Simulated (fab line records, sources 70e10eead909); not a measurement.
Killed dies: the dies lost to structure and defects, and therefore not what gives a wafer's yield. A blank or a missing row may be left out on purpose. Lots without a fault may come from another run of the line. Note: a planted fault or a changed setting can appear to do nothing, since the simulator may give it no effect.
fab line records -- flow nandHarc
record: lots: 12, wafers: 36, lastDay: 33
route steps=1302 shown A_BONDPAD@1225 HYBRID_BOND@1242 THIN_TSV@1268 END@1302
lots untouched by any fault: they come from a run of this same line in which no faults occurred
startH: the number of hours between the record's first day and the start of the first shown wafer of the lot -- waitH: time in hours since the lot's previous step -- " the same as in the row above -- L1.1+2: one row covering several wafers at once -- - either no value or no given start -- * or withheld: withheld -- < > ~ a bound
route shown NAME@n: names a module that has steps shown in the file, with the first one's number in the route -- usual: mean/standard deviation taken from wafers without a fault -- same: alike in all rows -- chamber/n: place in a boat -- sites: the reading at each site -- _std_site: how widely they spread, as a standard deviation -- _edge_site: inner sites' mean taken away from outer sites' mean -- radiusMm: for every site, how far away it sits from the centre of the wafer -- mask NAME#n: copy n -- behind: the last tool/chamber to shape the wafer -- hold: what put the lot on hold/how long, in hours/how the hold closed -- device: the transistor (n, p or np) that didn't switch -- end of line: tests of these same wafers at the route's end -- a step without rows: its recipe alone -- killed: dies that structure and defects cost at the first sort, which is not the same as the wafer's yield -- map: a wafer's dies, x killed, . not, _ none there
set.NAME: setting as actually run; set.NAME@STEP: the setting as run at that earlier step -- model.NAME: the simulator's own value behind a step, which no gauge read
one table for each step of the route and one row for each wafer, over a sample of lots
services: when a tool's chamber went out of use (startH, in hours from the record's first day, below 0 if earlier), for how many hours, and the reason
== steps ==
step: NHARC_A_BONDPAD_DEGAS_25
recipe: tempC: 300, timeS: 60
usual: heaterPowerW: 466/51
lot.wafer,tool,chamber,startH,waitH,heaterPowerW
L689.1,pvdSputter-01,-,527.30,-,545
L689.5,pvdSputter-01,-,527.30,-,538
L689.6,pvdSputter-01,-,527.30,-,432
L691.3,pvdSputter-02,-,534.56,-,430
L691.1,pvdSputter-02,-,534.56,-,393
L691.6,pvdSputter-02,-,534.56,-,443
L693.2,pvdSputter-03,-,558.10,-,442
L693.1,pvdSputter-03,-,558.10,-,415
L693.6,pvdSputter-03,-,558.10,-,413
L696.3,pvdSputter-03,-,603.76,-,491
L696.6,pvdSputter-03,-,603.76,-,419
L696.5,pvdSputter-03,-,603.76,-,505
L695.1,pvdSputter-01,-,616.25,-,564
L695.4,pvdSputter-01,-,616.25,-,450
L695.2,pvdSputter-01,-,616.25,-,488
L698.4,pvdSputter-02,-,622.68,-,455
L698.2,pvdSputter-02,-,622.68,-,544
L698.3,pvdSputter-02,-,622.68,-,398
L697.3,pvdSputter-01,-,624.98,-,556
L697.6,pvdSputter-01,-,624.98,-,489
L697.5,pvdSputter-01,-,624.98,-,577
L699.3,pvdSputter-02,-,628.26,-,560
L699.6,pvdSputter-02,-,628.26,-,435
L699.5,pvdSputter-02,-,628.26,-,430
L703.3,pvdSputter-01,-,673.68,-,512
L703.2,pvdSputter-01,-,673.68,-,561
L703.1,pvdSputter-01,-,673.68,-,467
L707.3,pvdSputter-02,-,710.09,-,408
L707.4,pvdSputter-02,-,710.09,-,450
L707.6,pvdSputter-02,-,710.09,-,405
L708.3,pvdSputter-03,-,722.62,-,417
L708.4,pvdSputter-03,-,722.62,-,513
L708.5,pvdSputter-03,-,722.62,-,448
L710.4,pvdSputter-03,-,758.78,-,407
L710.5,pvdSputter-03,-,758.78,-,505
L710.6,pvdSputter-03,-,758.78,-,404
step: NHARC_A_BONDPAD_PRE_CLEAN_26
recipe: timeS: 30, tempC: 280, gas: H2/He
usual: heaterPowerW: 408/44
lot.wafer,tool,chamber,startH,waitH,heaterPowerW
L689.1,pvdSputter-01,-,-,-,465
L689.6,pvdSputter-01,-,-,-,450
L689.5,pvdSputter-01,-,-,-,454
L691.3,pvdSputter-02,-,-,-,337
L691.1,pvdSputter-02,-,-,-,381
L691.6,pvdSputter-02,-,-,-,486
L693.1,pvdSputter-03,-,-,-,360
L693.2,pvdSputter-03,-,-,-,381
L693.6,pvdSputter-03,-,-,-,369
L696.3,pvdSputter-03,-,-,-,389
L696.5,pvdSputter-03,-,-,-,374
L696.6,pvdSputter-03,-,-,-,362
L695.1,pvdSputter-01,-,-,-,417
L695.2,pvdSputter-01,-,-,-,422
L695.4,pvdSputter-01,-,-,-,497
L698.3,pvdSputter-02,-,-,-,381
L698.2,pvdSputter-02,-,-,-,475
L698.4,pvdSputter-02,-,-,-,357
L697.3,pvdSputter-01,-,-,-,418
L697.5,pvdSputter-01,-,-,-,411
L697.6,pvdSputter-01,-,-,-,450
L699.3,pvdSputter-02,-,-,-,385
L699.6,pvdSputter-02,-,-,-,385
L699.5,pvdSputter-02,-,-,-,380
L703.3,pvdSputter-01,-,-,-,423
L703.2,pvdSputter-01,-,-,-,405
L703.1,pvdSputter-01,-,-,-,444
L707.3,pvdSputter-02,-,-,-,350
L707.4,pvdSputter-02,-,-,-,354
L707.6,pvdSputter-02,-,-,-,352
L708.4,pvdSputter-03,-,-,-,375
L708.3,pvdSputter-03,-,-,-,448
L708.5,pvdSputter-03,-,-,-,392
L710.4,pvdSputter-03,-,-,-,348
L710.6,pvdSputter-03,-,-,-,441
L710.5,pvdSputter-03,-,-,-,352
step: NHARC_HYBRID_BOND_OVL_MEAS_05
usual: overlayXNm: 4/33, overlayYNm: 1/33
lot.wafer,tool,chamber,startH,waitH,overlayXNm,overlayYNm
L689.1,overlay-01,-,537.18,0.4,12,55
L689.5,overlay-01,-,537.18,0.4,86,-5
L689.6,overlay-01,-,537.18,0.4,-11,36
L691.1,overlay-01,-,545.56,0.4,28,-6
L691.3,overlay-01,-,545.56,0.4,-13,-36
L691.6,overlay-01,-,545.56,0.4,61,-1
L693.1,overlay-01,-,568.37,0.4,-26,-13
L693.2,overlay-01,-,568.37,0.4,62,-37
L693.6,overlay-01,-,568.37,0.4,15,-4
L696.3,overlay-02,-,615.44,0.4,9,13
L696.5,overlay-02,-,615.44,0.4,51,26
L696.6,overlay-02,-,615.44,0.4,27,-83
L695.1,overlay-01,-,629.02,0.4,7,-24
L695.2,overlay-01,-,629.02,0.4,-13,33
L695.4,overlay-01,-,629.02,0.4,37,17
L698.2,overlay-02,-,633.83,0.4,-10,-20
L698.3,overlay-02,-,633.83,0.4,-29,-51
L698.4,overlay-02,-,633.83,0.4,30,-13
L697.3,overlay-01,-,633.83,0.4,-24,-37
L697.5,overlay-01,-,633.83,0.4,11,-7
L697.6,overlay-01,-,633.83,0.4,80,16
L699.3,overlay-02,-,643.98,0.4,-67,78
L699.5,overlay-02,-,643.98,0.4,-7,-53
L699.6,overlay-02,-,643.98,0.4,-5,21
L703.1,overlay-02,-,685.02,0.4,-20,41
L703.2,overlay-02,-,685.02,0.4,68,55
L703.3,overlay-02,-,685.02,0.4,8,52
L707.3,overlay-01,-,721.18,0.4,47,40
L707.4,overlay-01,-,721.18,0.4,-1,3
L707.6,overlay-01,-,721.18,0.4,25,-34
L708.3,overlay-01,-,736.21,0.4,-9,-16
L708.4,overlay-01,-,736.21,0.4,6,-40
L708.5,overlay-01,-,736.21,0.4,-12,-4
L710.4,overlay-02,-,767.53,0.4,32,-2
L710.5,overlay-02,-,767.53,0.4,-6,34
L710.6,overlay-02,-,767.53,0.4,-11,22
step: NHARC_THIN_TSV_ETCHBACK_48
recipe: targetDepthA: 10285, overEtchFrac: 0.3, timeS: 405.17, ionEnergyEv: 250, c4f8FlowSccm: withheld, arFlowSccm: withheld, rfW: 600, biasW: 300, chemistry: C4F8/Ar
usual: biasW: 300.0/0.91, chamberPressureMTorr: 24.999/0.024, oesProductAu: 0.95/0.033, rfVppV: 547.5/2.6
lot.wafer,tool,chamber,startH,waitH,biasW,chamberPressureMTorr,oesProductAu,rfHoursCounterH,rfVppV
L689.1,rieDiel-04,0,543.40,-,299.6,24.986,0.97,0,552.2
L689.5,rieDiel-04,3,543.40,-,299.0,25.009,0.99,-,545.2
L689.6,rieDiel-04,0,543.40,-,299.2,25.022,0.98,-,551.8
L691.3,rieDiel-05,1,550.52,-,301.4,25.022,0.93,7,548.9
L691.1,rieDiel-05,2,550.52,-,299.6,25.018,0.92,7,550.2
L691.6,rieDiel-05,3,550.52,-,299.7,24.995,0.91,-,545.4
L693.2,rieDiel-01,2,574.63,-,299.8,25.010,0.96,0,546.9
L693.1,rieDiel-01,3,574.63,-,301.0,25.010,0.95,0,544.0
L693.6,rieDiel-01,1,574.63,-,299.0,25.034,0.98,-,545.3
L696.3,rieDiel-04,0,620.43,-,300.0,24.993,0.91,4,552.2
L696.5,rieDiel-04,0,620.43,-,298.8,24.979,0.92,-,552.2
L696.6,rieDiel-04,1,620.43,-,299.3,25.013,0.98,-,550.5
L695.1,rieDiel-05,2,634.04,-,300.0,24.978,1.00,1,547.5
L695.2,rieDiel-05,0,634.04,-,300.1,24.962,1.00,2,547.5
L695.4,rieDiel-05,1,634.04,-,299.7,24.998,1.00,2,548.6
L697.3,rieDiel-01,2,638.76,-,-,-,-,-,-
L697.6,rieDiel-01,0,638.76,-,-,-,-,-,-
L697.5,rieDiel-01,1,638.76,-,-,-,-,-,-
L698.2,rieDiel-04,1,639.95,-,-,-,-,-,-
L698.4,rieDiel-04,3,639.95,-,-,-,-,-,-
L698.3,rieDiel-04,0,639.95,-,-,-,-,-,-
L699.3,rieDiel-04,3,648.99,-,-,-,-,-,-
L699.5,rieDiel-04,1,648.99,-,-,-,-,-,-
L699.6,rieDiel-04,2,648.99,-,-,-,-,-,-
L703.1,rieDiel-04,2,690.39,-,300.9,24.974,0.91,9,551.1
L703.3,rieDiel-04,3,690.39,-,299.7,24.959,0.92,10,543.9
L703.2,rieDiel-04,0,690.39,-,300.2,24.974,0.93,9,551.5
L707.3,rieDiel-05,1,726.26,-,300.4,25.017,1.01,7,546.9
L707.4,rieDiel-05,2,726.26,-,298.1,25.016,1.01,6,549.2
L707.6,rieDiel-05,2,726.26,-,297.5,25.009,1.01,-,549.5
L708.3,rieDiel-04,1,741.32,-,300.9,25.029,0.96,1,550.8
L708.4,rieDiel-04,3,741.32,-,300.5,24.981,0.99,1,545.9
L708.5,rieDiel-04,0,741.32,-,301.3,24.984,0.97,-,551.0
L710.4,rieDiel-01,2,774.78,-,299.7,24.999,0.93,2,547.1
L710.5,rieDiel-01,1,774.78,-,299.9,25.012,0.94,-,546.2
L710.6,rieDiel-01,2,774.78,-,301.0,25.017,0.93,-,547.0
step: NHARC_END_SORT_01
recipe: tempC: 25
usual: defectLimitedYield: 91.6/2.5, killedAtArray: 52/18, killedAtOther: 1.2/1.5, killedAtPeriphery: 4/3.2, killedDies: 57/17, killedOpen: 3.1/1.9, killedShort: 2.5/1.7, sort_bin_2_pct: 3.0/1.1, sort_bin_3_pct: 0.6/0.36, sort_bin_4_pct: 4.9/1.5, sortNPass: 620/17, sortRimYieldPct: 91/3.8, sortYieldPct: 91.6/2.5
same: grossDies: 677, sort_bin_5_pct[%]: 0, sort_bin_6_pct[%]: 0, sort_bin_7_pct[%]: 0, sort_bin_8_pct[%]: 0, sortRimNGross: 106.00
lot.wafer,tool,chamber,startH,waitH,defectLimitedYield[%],killedAtArray,killedAtOther,killedAtPeriphery,killedDies,killedOpen,killedShort,sort_bin_2_pct[%],sort_bin_3_pct[%],sort_bin_4_pct[%],sortNPass,sortRimYieldPct[%],sortYieldPct[%]
L698.2,prober-02,0,655.61,2.8,0,96,580,1,677,0,0,91.3,0.9,7.8,0,0,0
L698.3,prober-02,0,656.40,3.1,0,72,603,2,677,2,1,92.9,0.6,6.5,0,0,0
L698.4,prober-02,0,657.20,3.4,0,60,615,2,677,1,2,94.8,0.4,4.7,0,0,0
L697.3,prober-01,0,656.85,3.1,0,45,627,5,677,2,0,94.8,0.9,4.3,0,0,0
L697.5,prober-01,0,658.46,3.7,0,33,639,5,677,1,4,96.2,0.9,3.0,0,0,0
L697.6,prober-01,0,659.26,4.0,0,39,629,9,677,3,4,95.4,0.3,4.3,0,0,0
L699.3,prober-02,0,665.14,3.1,0,32,642,3,677,2,0,96.2,0.6,3.2,0,0,0
L699.5,prober-02,0,666.72,3.7,0,55,619,3,677,2,4,94.4,0.1,5.5,0,0,0
L699.6,prober-02,0,667.51,3.9,0,32,643,2,677,3,1,96.9,0.1,3.0,0,0,0
killed by level:class
L698.2 THIN_TSV:areaEtchback=579 A_CHANNEL_HOLE_D1:chamberFilmFlake=37 A_SLIT:chamberFilmFlake=30 A_CHANNEL_HOLE_D2:chamberFilmFlake=16 A_STAIRCASE:chamberFilmFlake=5 A_CHANNEL_FILL_D1:chamberFilmFlake=3 A_WL_FILL:chamberFilmFlake=3 A_CONTACT:chamberFilmFlake=2
L698.3 THIN_TSV:areaEtchback=602 A_CHANNEL_HOLE_D1:chamberFilmFlake=30 A_SLIT:chamberFilmFlake=22 A_CHANNEL_HOLE_D2:chamberFilmFlake=13 A_STAIRCASE:chamberFilmFlake=3 P_M0:geometricParticle:open=1 A_WL_FILL:geometricParticle:short=1 A_M0:geometricParticle:open=1
L697.3 THIN_TSV:areaEtchback=627 A_CHANNEL_HOLE_D2:chamberFilmFlake=16 A_STAIRCASE:chamberFilmFlake=10 A_CHANNEL_HOLE_D1:chamberFilmFlake=6 A_CONTACT:chamberFilmFlake=5 P_CONTACT:chamberFilmFlake=4 A_DECK1_JOINT:chamberFilmFlake=3 A_SLIT:chamberFilmFlake=2
L698.4 THIN_TSV:areaEtchback=614 A_SLIT:chamberFilmFlake=25 A_CHANNEL_HOLE_D1:chamberFilmFlake=21 A_CHANNEL_HOLE_D2:chamberFilmFlake=7 A_CONTACT:chamberFilmFlake=2 A_CHANNEL_FILL_D1:geometricParticle:open=1 A_CHANNEL_FILL_D2:geometricParticle:short=1 P_STI:chamberFilmFlake=1
L697.5 THIN_TSV:areaEtchback=638 A_CHANNEL_HOLE_D2:chamberFilmFlake=11 A_STAIRCASE:chamberFilmFlake=8 A_CHANNEL_HOLE_D1:chamberFilmFlake=4 P_CONTACT:chamberFilmFlake=3 A_SLIT:chamberFilmFlake=3 P_ZERO_WELL:chamberFilmFlake=2 A_SOURCE_PLATE:geometricParticle:open=1
L697.6 THIN_TSV:areaEtchback=629 A_CHANNEL_HOLE_D2:chamberFilmFlake=17 A_STAIRCASE:chamberFilmFlake=8 P_CONTACT:chamberFilmFlake=5 A_CHANNEL_HOLE_D1:chamberFilmFlake=5 A_CONTACT:chamberFilmFlake=3 P_STI:geometricParticle:short=2 P_CONTACT:geometricParticle:open=1
L699.3 THIN_TSV:areaEtchback=641 A_CHANNEL_HOLE_D1:chamberFilmFlake=19 A_CONTACT:chamberFilmFlake=7 P_ZERO_WELL:chamberFilmFlake=2 A_CHANNEL_HOLE_D2:chamberFilmFlake=2 A_CONTACT:geometricParticle:open=1 A_M0:geometricParticle:open=1 P_CONTACT:chamberFilmFlake=1
L699.5 THIN_TSV:areaEtchback=618 A_CHANNEL_HOLE_D1:chamberFilmFlake=30 A_CONTACT:chamberFilmFlake=11 A_SLIT:chamberFilmFlake=4 A_WL_FILL:geometricParticle:short=2 P_ZERO_WELL:chamberFilmFlake=2 A_CHANNEL_FILL_D1:chamberFilmFlake=2 A_STAIRCASE:chamberFilmFlake=2
L699.6 THIN_TSV:areaEtchback=643 A_CHANNEL_HOLE_D1:chamberFilmFlake=15 A_CONTACT:chamberFilmFlake=7 A_CHANNEL_HOLE_D2:chamberFilmFlake=5 P_ZERO_WELL:chamberFilmFlake=2 A_ONON_D1:geometricParticle:short=1 A_CHANNEL_HOLE_D2:geometricParticle:open=1 A_SGD_CUT:geometricParticle:open=1
== services ==
tool,chamber,startH,hours,kind
pvdSputter-02,-,516.81,4.4,repair
pvdSputter-03,-,527.66,10.0,pm
rieDiel-04,-,531.90,9.0,pm
pvdSputter-03,-,545.48,1.8,repair
rieDiel-05,1,545.71,4.2,repair
pvdSputter-03,-,550.24,2.5,repair
rieDiel-05,1,552.08,10.0,repair
rieDiel-01,-,557.80,9.0,pm
rieDiel-05,0,572.87,14.0,repair
pvdSputter-01,-,582.00,10.0,pm
rieDiel-05,-,583.60,9.0,pm
rieDiel-04,1,584.49,7.1,repair
rieDiel-04,0,603.18,10.1,repair
rieDiel-05,2,617.42,7.7,repair
rieDiel-01,0,621.67,9.4,repair
pvdSputter-01,-,626.25,14.6,repair
pvdSputter-03,-,636.28,0.8,repair
pvdSputter-02,-,638.00,10.0,pm
rieDiel-04,-,695.62,0.9,repair
pvdSputter-03,-,705.66,10.0,pm
rieDiel-04,-,708.90,9.0,pm
pvdSputter-01,-,760.00,10.0,pm
pvdSputter-03,-,762.49,6.0,repair
pvdSputter-02,-,765.53,5.5,repair
== key ==
firstSign: step: NHARC_THIN_TSV_ETCHBACK_48, reading: toolRecord, direction: missing
effect: step: NHARC_END_SORT_01, reading: killedAtOther, direction: up, sigmas: 99+, usual: 1.2, struck: 621.9
moreKillsBornAt: NHARC_THIN_TSV_ETCHBACK_48@rieDiel-04: 3697, NHARC_THIN_TSV_ETCHBACK_48@rieDiel-01: 1894
metAt NHARC_THIN_TSV_ETCHBACK_48
struckLots L697,L698,L699
laterRowsLeftOut L697.3,L697.5,L697.6,L698.2,L698.3,L698.4,L699.3,L699.5,L699.6
notActingAt NHARC_A_BONDPAD_DEGAS_25,NHARC_A_BONDPAD_PRE_CLEAN_26,NHARC_HYBRID_BOND_OVL_MEAS_05
onsetBetween 620.43 638.76
fault: kind: skippedStepWhole, tool: rieDiel-01,rieDiel-04, chamber: -, onsetH: 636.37, steps: NHARC_THIN_TSV_ETCHBACK_48, scope: struckLotsOnly
laterRowsLeftOut: the simulator's readings of these wafers behind a module that went badly wrong aren't trusted and aren't shown, but for the sort
